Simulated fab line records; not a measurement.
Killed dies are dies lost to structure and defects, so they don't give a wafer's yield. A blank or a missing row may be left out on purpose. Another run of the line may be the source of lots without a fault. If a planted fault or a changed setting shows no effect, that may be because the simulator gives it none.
Split-lot experiment    flow n5 finfet    route with 1938 steps; 7 lots, 21 wafers read

== THE SPLIT ==
At N5_BEOL_M3_ETCH_41 (etches SiCN in CH3F/O2, target depth 29.9 nm, time 52.5 s), the setting target depth a was moved away from the recipe's 299 angstrom on 8 of the 21 wafers read, by -9.9% to +9.7%. This setting was run at the recipe's value on the other wafers.

The split's own step is where the reading is taken.

== THE READING ==
etch.depth nm (the simulator's own value, which no gauge read), in nm, at N5_BEOL_M3_ETCH_41 (etches SiCN in CH3F/O2, target depth 29.9 nm, time 52.5 s). The file does not state a usual value for it. Average 19.75 nm, standard deviation 0.3 nm, over the 13 wafers here run with the recipe.

wafer   tool, chamber at the split  target depth a as run, angstrom  against the recipe  etch.depth nm, nm  against lot-mates on the recipe
L081.1  rie diel-02, 3              271.2                            -9.3%               18.15              -1.79
L081.2  rie diel-02, 1              271.2                            -9.3%               18.09              -1.85
L081.6  rie diel-02, 3              299                              recipe              19.94              -
L083.1  rie diel-06, 2              299                              recipe              19.52              -
L083.2  rie diel-06, 1              299                              recipe              19.45              -
L083.4  rie diel-06, 0              299                              recipe              19.5               -
L088.1  rie diel-01, 1              269.3                            -9.9%               17.59              -2.43
L088.5  rie diel-01, 1              269.3                            -9.9%               17.65              -2.37
L088.6  rie diel-01, 0              299                              recipe              20.02              -
L090.2  rie diel-02, 3              328                              +9.7%               21.82              +1.88
L090.3  rie diel-02, 2              328                              +9.7%               21.66              +1.72
L090.4  rie diel-02, 0              299                              recipe              19.94              -
L091.2  rie diel-06, 1              299                              recipe              19.64              -
L091.3  rie diel-06, 0              299                              recipe              19.36              -
L091.5  rie diel-06, 2              299                              recipe              19.5               -
L093.2  rie diel-06, 2              313.6                            +4.9%               21.02              +0.98
L093.3  rie diel-06, 1              313.6                            +4.9%               20.92              +0.88
L093.4  rie diel-06, 2              299                              recipe              20.04              -
L092.3  rie diel-01, 3              299                              recipe              20.43              -
L092.4  rie diel-01, 2              299                              recipe              19.73              -
L092.6  rie diel-01, 2              299                              recipe              19.65              -

FIT RESULTS
A straight line over all 21 wafers: etch.depth nm changes by +0.204 nm for each +1% of target depth a; r = +0.97; the points scatter about the line by 0.27 nm.
The same after taking each lot's own level away (the mean of its wafers on the recipe; 21 wafers): +0.206 nm for each +1%; r = +0.99; scatter 0.2 nm.
The reading moves by 2 nm for the largest change in target depth a, on that fit.
From 19.490 to 20.040 nm: that is the span of the lots' own levels, equal to 1.9 times the standard deviation above.
So the lot-to-lot level changes the slope little: the two slopes agree.
Check: with one of the wafers moved furthest among these (-9.9%) left out of the fit, the line predicts -2.02 nm for it against its lot-mates. Against them it came out at -2.43 nm.

== THESE WAFERS: OTHER SPLITS ==
Note: prior to the reading, these wafers also went through further splits. Each is held against what the fit with the lots' levels taken away leaves over:
other split on the same wafers      wafers away from the commonest value  r with etch.depth nm (lot level and that fit taken away)
N5_BEOL_M0_CUTY_DESCUM_61 time s    11                                    -0.31
N5_BEOL_M1_TRENCH_ETCH_37 source w  4                                     +0.24
N5_BEOL_M2_COAT_05 spin rpm         6                                     +0.23
N5_BEOL_M3_ILD_DEP_00 time s        7                                     +0.09
N5_BEOL_M3_TRENCH_ETCH_37 bias w    6                                     -0.05

== THE FILE'S OWN FIT ==
etch.depth nm changes by +0.207 nm for each +1% of target depth a, r = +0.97.
